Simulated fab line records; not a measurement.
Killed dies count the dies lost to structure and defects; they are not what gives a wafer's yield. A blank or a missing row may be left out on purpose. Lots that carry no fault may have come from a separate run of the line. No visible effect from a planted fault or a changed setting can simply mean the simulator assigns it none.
Chamber matching / flow nand_harc / rie_si-03 running NHARC_A_DECK1_JOINT_ETCHBACK_00: 4 sister chambers
The step etches the open film in HBr, target depth 30 nm, time 17.4 s. 8 wafers are shown with their chamber, then 9 later ones without.

== WAFERS PAIRED WITH THEIR CHAMBERS ==
wafer=L080.4; chamber=1; drypump_motor_current_A (A)=5.3; throttle_valve_pct (%)=23.257
wafer=L086.5; chamber=0; drypump_motor_current_A (A)=6.7; throttle_valve_pct (%)=23.268
wafer=L087.1; chamber=0; drypump_motor_current_A (A)=6.6; throttle_valve_pct (%)=23.282
wafer=L087.2; chamber=2; drypump_motor_current_A (A)=6.1; throttle_valve_pct (%)=23.273
wafer=L087.3; chamber=3; drypump_motor_current_A (A)=6.3; throttle_valve_pct (%)=23.263
wafer=L088.2; chamber=1; drypump_motor_current_A (A)=5.3; throttle_valve_pct (%)=23.266
wafer=L088.3; chamber=2; drypump_motor_current_A (A)=6.1; throttle_valve_pct (%)=23.273
wafer=L088.5; chamber=3; drypump_motor_current_A (A)=6.3; throttle_valve_pct (%)=23.258

== WAFERS WHOSE CHAMBER IS MISSING ==
wafer=L091.1; drypump_motor_current_A (A)=6.0; throttle_valve_pct (%)=23.256
wafer=L091.2; drypump_motor_current_A (A)=5.3; throttle_valve_pct (%)=23.271
wafer=L091.6; drypump_motor_current_A (A)=6.3; throttle_valve_pct (%)=23.277
wafer=L092.2; drypump_motor_current_A (A)=6.3; throttle_valve_pct (%)=23.261
wafer=L092.5; drypump_motor_current_A (A)=5.3; throttle_valve_pct (%)=23.267
wafer=L092.6; drypump_motor_current_A (A)=6.6; throttle_valve_pct (%)=23.273
wafer=L094.1; drypump_motor_current_A (A)=5.3; throttle_valve_pct (%)=23.285
wafer=L094.3; drypump_motor_current_A (A)=6.1; throttle_valve_pct (%)=23.267
wafer=L094.4; drypump_motor_current_A (A)=6.3; throttle_valve_pct (%)=23.264

== EACH ONE'S CHAMBER ==
wafer=L091.1; from the rows above=2; in truth=2
wafer=L091.2; from the rows above=1; in truth=1
wafer=L091.6; from the rows above=3; in truth=3
wafer=L092.2; from the rows above=3; in truth=3
wafer=L092.5; from the rows above=1; in truth=1
wafer=L092.6; from the rows above=0; in truth=0
wafer=L094.1; from the rows above=1; in truth=1
wafer=L094.3; from the rows above=2; in truth=2
wafer=L094.4; from the rows above=3; in truth=3
Correctly placed: 9 of 9. Not placeable from these rows: 0. Placed wrongly: 0.
How it was worked out, from the rows above alone: a wafer's distance from a chamber is the root of the sum, over the readings, of the square of ((its reading less the chamber's mean) divided by the reading's scatter). The wafer belongs to the nearest chamber; if the next one is less than 2 further off, it can't be placed. The mean given for a chamber averages the wafers shown for that chamber. The scatter: the root of (the sum of the squares of (reading less its chamber's mean) over the shown wafers, divided by (wafers less chambers)).
